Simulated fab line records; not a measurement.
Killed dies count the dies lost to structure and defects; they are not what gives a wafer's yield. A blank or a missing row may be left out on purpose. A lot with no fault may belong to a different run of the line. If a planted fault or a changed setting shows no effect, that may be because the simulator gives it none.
What tool caused it? :: flow n5-finfet :: 10 lots, 30 wafers sampled, at 3 steps of a route of 1938

WHAT EACH GAUGE READ, for each wafer
N5_PASSIVATION_OVL_MEAS_66. Usual: PASS_OPEN_OVL 0 nm, standard deviation 4.8.
lot: L628
measured: day 12 11:38
on: overlay-02
PASS_OPEN_OVL (nm): -2 4 0
flag: 

lot: L629
measured: day 12 11:57
on: overlay-02
PASS_OPEN_OVL (nm): 9 4 7
flag: 

lot: L630
measured: day 12 17:45
on: overlay-02
PASS_OPEN_OVL (nm): -5 -2 -3
flag: 

lot: L632
measured: day 13 03:19
on: overlay-01
PASS_OPEN_OVL (nm): -7 -5 2
flag: 

lot: L633
measured: day 13 03:42
on: overlay-02
PASS_OPEN_OVL (nm): -1 -9 -8
flag: 

lot: L636
measured: day 14 16:50
on: overlay-02
PASS_OPEN_OVL (nm): 3 -2 -2
flag: 

lot: L642
measured: day 15 21:04
on: overlay-01
PASS_OPEN_OVL (nm): 10 4 3
flag: 

lot: L644
measured: day 17 00:52
on: overlay-01
PASS_OPEN_OVL (nm): 2 4 -3
flag: 

lot: L646
measured: day 17 01:08
on: overlay-01
PASS_OPEN_OVL (nm): -3 4 0
flag: 

lot: L650
measured: day 19 01:16
on: overlay-01
PASS_OPEN_OVL (nm): 3 4 5
flag: 

WHAT TOOL EACH LOT RAN ON (gives the tool, then ch and the chambers of the sampled wafers, and finally the start)
lot: L628
N5_BEOL_M2_ETCHBACK_99: rie-diel-04 ch 0,1,2, day 6 20:35
N5_PASSIVATION_DEGAS_18: pvd-sputter-01, day 12 08:23

lot: L629
N5_BEOL_M2_ETCHBACK_99: rie-diel-01 ch 0,1,3, day 7 02:41
N5_PASSIVATION_DEGAS_18: pvd-sputter-02, day 12 09:08

lot: L630
N5_BEOL_M2_ETCHBACK_99: rie-diel-03 ch 2,3, day 7 05:50
N5_PASSIVATION_DEGAS_18: pvd-sputter-02, day 12 15:13

lot: L632
N5_BEOL_M2_ETCHBACK_99: rie-diel-04 ch 0,2,3, day 7 18:49
N5_PASSIVATION_DEGAS_18: pvd-sputter-02, day 13 00:41

lot: L633
N5_BEOL_M2_ETCHBACK_99: rie-diel-01 ch 0,1,3, day 7 23:14
N5_PASSIVATION_DEGAS_18: pvd-sputter-01, day 13 00:51

lot: L636
N5_BEOL_M2_ETCHBACK_99: rie-diel-04 ch 1,2,3, day 9 15:07
N5_PASSIVATION_DEGAS_18: pvd-sputter-01, day 14 13:12

lot: L642
N5_BEOL_M2_ETCHBACK_99: rie-diel-04 ch 1,3, day 10 12:08
N5_PASSIVATION_DEGAS_18: pvd-sputter-02, day 15 17:24

lot: L644
N5_BEOL_M2_ETCHBACK_99: rie-diel-03 ch 0,2,3, day 10 18:50
N5_PASSIVATION_DEGAS_18: pvd-sputter-01, day 16 21:59

lot: L646
N5_BEOL_M2_ETCHBACK_99: rie-diel-01 ch 0,2,3, day 11 22:55
N5_PASSIVATION_DEGAS_18: pvd-sputter-02, day 16 22:19

lot: L650
N5_BEOL_M2_ETCHBACK_99: rie-diel-04 ch 0,1,3, day 12 14:08
N5_PASSIVATION_DEGAS_18: pvd-sputter-01, day 18 22:49
- N5_BEOL_M2_ETCHBACK_99: etches SiO2 in CHF3, target depth 5 nm, time 10.4 s.
- N5_PASSIVATION_DEGAS_18: time 60 s.

WHAT THE TOOLS THEMSELVES READ (means of the sampled wafers that have a number; where no wafer has one, the mark that the record gives instead)
N5_BEOL_M2_ETCHBACK_99. Usual: CHF3_flow_sccm 12.01 sccm, standard deviation 0.034; drypump-motor-current-A 5.7 A, standard deviation 0.44; oes_f_703_au 0.76 a.u., standard deviation 0.064; oes-product-au 0.76 a.u., standard deviation 0.066; rf-vpp-V 239 V, standard deviation 4.8; showerhead-plenum-p-Torr 2.18 Torr, standard deviation 0.066; throttle-valve-pct 17.05 %, standard deviation 0.19.
lot: L628
tool: rie-diel-04
CHF3_flow_sccm (sccm): 11.99
drypump-motor-current-A (A): 6.1
oes_f_703_au (a.u.): 0.77
oes-product-au (a.u.): 0.78
rf-vpp-V (V): 244
showerhead-plenum-p-Torr (Torr): 2.16
throttle-valve-pct (%): 17.16
flag: 

lot: L629
tool: rie-diel-01
CHF3_flow_sccm (sccm): 12.03
drypump-motor-current-A (A): 5.7
oes_f_703_au (a.u.): 0.79
oes-product-au (a.u.): 0.78
rf-vpp-V (V): 235
showerhead-plenum-p-Torr (Torr): 2.22
throttle-valve-pct (%): 17.00
flag: 

lot: L630
tool: rie-diel-03
CHF3_flow_sccm (sccm): 12.03
drypump-motor-current-A (A): 5.4
oes_f_703_au (a.u.): 0.75
oes-product-au (a.u.): 0.74
rf-vpp-V (V): 236
showerhead-plenum-p-Torr (Torr): 2.17
throttle-valve-pct (%): 16.97
flag: 

lot: L632
tool: rie-diel-04
CHF3_flow_sccm (sccm): 12.01
drypump-motor-current-A (A): 6.0
oes_f_703_au (a.u.): 0.73
oes-product-au (a.u.): 0.72
rf-vpp-V (V): 242
showerhead-plenum-p-Torr (Torr): 2.16
throttle-valve-pct (%): 17.12
flag: 

lot: L633
tool: rie-diel-01
CHF3_flow_sccm (sccm): 12.05
drypump-motor-current-A (A): 5.7
oes_f_703_au (a.u.): 0.78
oes-product-au (a.u.): 0.77
rf-vpp-V (V): 237
showerhead-plenum-p-Torr (Torr): 2.22
throttle-valve-pct (%): 17.01
flag: 

lot: L636
tool: rie-diel-04
CHF3_flow_sccm (sccm): 12.01
drypump-motor-current-A (A): 6.0
oes_f_703_au (a.u.): 0.75
oes-product-au (a.u.): 0.75
rf-vpp-V (V): 243
showerhead-plenum-p-Torr (Torr): 2.18
throttle-valve-pct (%): 17.14
flag: 

lot: L642
tool: rie-diel-04
CHF3_flow_sccm (sccm): 12.01
drypump-motor-current-A (A): 5.9
oes_f_703_au (a.u.): 0.75
oes-product-au (a.u.): 0.75
rf-vpp-V (V): 244
showerhead-plenum-p-Torr (Torr): 2.21
throttle-valve-pct (%): 17.18
flag: 

lot: L644
tool: rie-diel-03
CHF3_flow_sccm (sccm): 11.96
drypump-motor-current-A (A): 5.5
oes_f_703_au (a.u.): 0.83
oes-product-au (a.u.): 0.83
rf-vpp-V (V): 235
showerhead-plenum-p-Torr (Torr): 2.20
throttle-valve-pct (%): 16.84
flag: 

lot: L646
tool: rie-diel-01
CHF3_flow_sccm (sccm): 12.02
drypump-motor-current-A (A): 5.6
oes_f_703_au (a.u.): 0.75
oes-product-au (a.u.): 0.75
rf-vpp-V (V): 238
showerhead-plenum-p-Torr (Torr): 2.16
throttle-valve-pct (%): 17.09
flag: 

lot: L650
tool: rie-diel-04
CHF3_flow_sccm (sccm): 11.97
drypump-motor-current-A (A): 6.0
oes_f_703_au (a.u.): 0.75
oes-product-au (a.u.): 0.74
rf-vpp-V (V): 241
showerhead-plenum-p-Torr (Torr): 2.18
throttle-valve-pct (%): 17.28
flag: 

N5_PASSIVATION_DEGAS_18. Usual: heater-power-w 463 W, standard deviation 45; susceptor-temp-C 300.01 C, standard deviation 0.19.
lot: L628
tool: pvd-sputter-01
heater-power-w (W): 475
susceptor-temp-C (C): 300.03
flag: 

lot: L629
tool: pvd-sputter-02
heater-power-w (W): 470
susceptor-temp-C (C): 299.86
flag: 

lot: L630
tool: pvd-sputter-02
heater-power-w (W): 473
susceptor-temp-C (C): 299.74
flag: 

lot: L632
tool: pvd-sputter-02
heater-power-w (W): 458
susceptor-temp-C (C): 299.87
flag: 

lot: L633
tool: pvd-sputter-01
heater-power-w (W): 463
susceptor-temp-C (C): 299.99
flag: 

lot: L636
tool: pvd-sputter-01
heater-power-w (W): 425
susceptor-temp-C (C): 299.97
flag: 

lot: L642
tool: pvd-sputter-02
heater-power-w (W): 433
susceptor-temp-C (C): 300.10
flag: 

lot: L644
tool: pvd-sputter-01
heater-power-w (W): 461
susceptor-temp-C (C): 299.85
flag: 

lot: L646
tool: pvd-sputter-02
heater-power-w (W): 458
susceptor-temp-C (C): 300.03
flag: 

lot: L650
tool: pvd-sputter-01
heater-power-w (W): 486
susceptor-temp-C (C): 300.17
flag: 

THE ANSWER, worked out from the rows above alone
Rule: a lot counts as off when the mean over its wafers that have a number is more than 3 standard deviations away from the usual mean. Also off: a lot with no number at a reading for which 4 or more lots have one. Any other lot the step has rows for is counted as sound. After the gauges, taken in route order, come the tools' own readings; for these a lot's mean is taken, as printed above. At the first step where some lot is off, the reading lying furthest off is the one used; lots without a number count as furthest.
Across all readings shown, no lot is off: no conclusion can be drawn from this.

WHAT THE SIMULATOR PUT IN
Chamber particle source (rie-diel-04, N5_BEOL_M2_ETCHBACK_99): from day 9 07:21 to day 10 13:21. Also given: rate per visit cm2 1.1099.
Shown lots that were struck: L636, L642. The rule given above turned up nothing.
